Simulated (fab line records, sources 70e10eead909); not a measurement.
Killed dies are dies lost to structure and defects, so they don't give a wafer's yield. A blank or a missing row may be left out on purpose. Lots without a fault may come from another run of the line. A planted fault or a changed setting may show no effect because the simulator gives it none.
A struck lot beside a sound one | flow nand_harc | 15 steps out of a route of 1302
Sound: wafers L905.1, L905.2, L905.3. Struck: wafers L919.1, L919.2, L919.6. The cause comes at the end.
At each step with rows: each side's tool, then ch and its chambers, then its first start. Under that, the readings that differ: sound wafers | struck wafers | difference of the means | sigmas: that difference in standard deviations of wafers without a fault.
alike: readings whose means differ by less than 2 such deviations, and words and numbers that are the same on both sides. not compared: withheld readings, readings that some wafer has no value for, bounds like >300 that may hide the same value, and numbers for which the record gives no deviation and whose values overlap.
The two part at a step that has a row with sigmas, a row that says differs or no value, or rows on one side only. Numbers that don't overlap but have no deviation are shown without sigmas and don't part them. A reading that every wafer of one side lacks parts them only if that side has two wafers or more.

first, 1 step without rows for these wafers: NHARC_P_GATE_HARDBAKE_92 (time 80 s).
NHARC_P_GATE_DESCUM_93: chemistry O2, time 3 s.
  sound on rie_diel-02 ch 0,2,3, day 5 17:10; struck on rie_diel-09 ch 1,2,3, day 11 20:56
  alike: chamber_pressure_mTorr, drypump_motor_current_A, oes_product_au, rf_vpp_V, showerhead_plenum_p_Torr, throttle_valve_pct
  not compared: rf_hours_counter_h
then, 1 step without rows for these wafers: NHARC_P_GATE_IMPLANT_94.
NHARC_P_GATE_STRIP_113: strips in N2/H2, time 740 s.
  sound on plasma_asher-02 ch 0,1, day 5 17:32; struck on plasma_asher-02 ch 0,1, day 11 21:17
  alike: drypump_motor_current_A, heater_power_w
  not compared: rf_hours_counter_h
NHARC_P_GATE_STRIP_95: strips in O2.
  sound on plasma_asher-02 ch 0,1, day 5 18:14; struck on plasma_asher-02 ch 0,1, day 11 22:01
  alike: drypump_motor_current_A, heater_power_w
  not compared: rf_hours_counter_h
then, 1 step without rows for these wafers: NHARC_P_GATE_STRIP_96 (strips in SPM, time 900 s).
NHARC_P_GATE_RTA_64: time 1 s.
  sound on rtp_anneal-01 ch 0, day 5 18:48; struck on rtp_anneal-02 ch 0, day 11 22:34
  reading            | sound    | struck   | difference | sigmas
  lamp_power_pct (%) | 29 29 29 | 36 36 36 | +7         | +2
  alike: anneal_temp_c_max, wafer_temp_C_max
then, 1 step without rows for these wafers: NHARC_P_GATE_ETCH_77 (etches SiO2 in dHF, target depth 6 nm).
NHARC_P_GATE_DEGAS_109: time 60 s.
  sound on pvd_sputter-01, day 5 19:07; struck on pvd_sputter-03, day 11 22:53
  alike: heater_power_w
then, 3 steps without rows for these wafers: NHARC_P_GATE_PRE_CLEAN_110 (time 30 s); NHARC_P_GATE_SPUTTER_78 (material Ni, target thk 10 nm); NHARC_P_GATE_SPUTTER_79 (material TiN, target thk 10 nm).
NHARC_P_GATE_RTA_80: time 30 s.
  sound on rtp_anneal-02 ch 0, day 5 19:24; struck on rtp_anneal-01, day 11 23:11
  no value came back on the struck wafers for anneal_temp_c_max, lamp_power_pct (%), wafer_temp_C_max; on the sound wafers anneal_temp_c_max reads 301.2 301.7 301.6
then, 1 step without rows for these wafers: NHARC_P_GATE_STRIP_67 (strips in SPM, time 600 s).
-- the record jumps here: 19 days lie between the struck wafers' starts before and after (it left off in module P_GATE and takes up again in module END, whose first step shown is number 1302 of the route) --
NHARC_END_SORT_01:
  sound on prober-01 ch 0, day 24 20:21; struck on prober-01 ch 0, day 31 09:02
  reading             | sound    | struck                                                               | difference                   | sigmas
  hold                | - - -    | await_dispo/4.1h/scrap await_dispo/4.1h/scrap await_dispo/4.1h/scrap | no value on the sound wafers |
  killed_at_other     | 4 4 3    | 0 0 1                                                                | -3                           | -3
  killed_at_periphery | 1 0 4    | 609 597 618                                                          | +606                         | +99 or more
  killed_dies         | 51 44 52 | 677 677 677                                                          | +628                         | +31
  alike: killed_at_array, killed_open, killed_short

WHERE THEY PART
First at NHARC_P_GATE_RTA_64; last, within this record, at NHARC_END_SORT_01.

WHY: what the simulator had put in
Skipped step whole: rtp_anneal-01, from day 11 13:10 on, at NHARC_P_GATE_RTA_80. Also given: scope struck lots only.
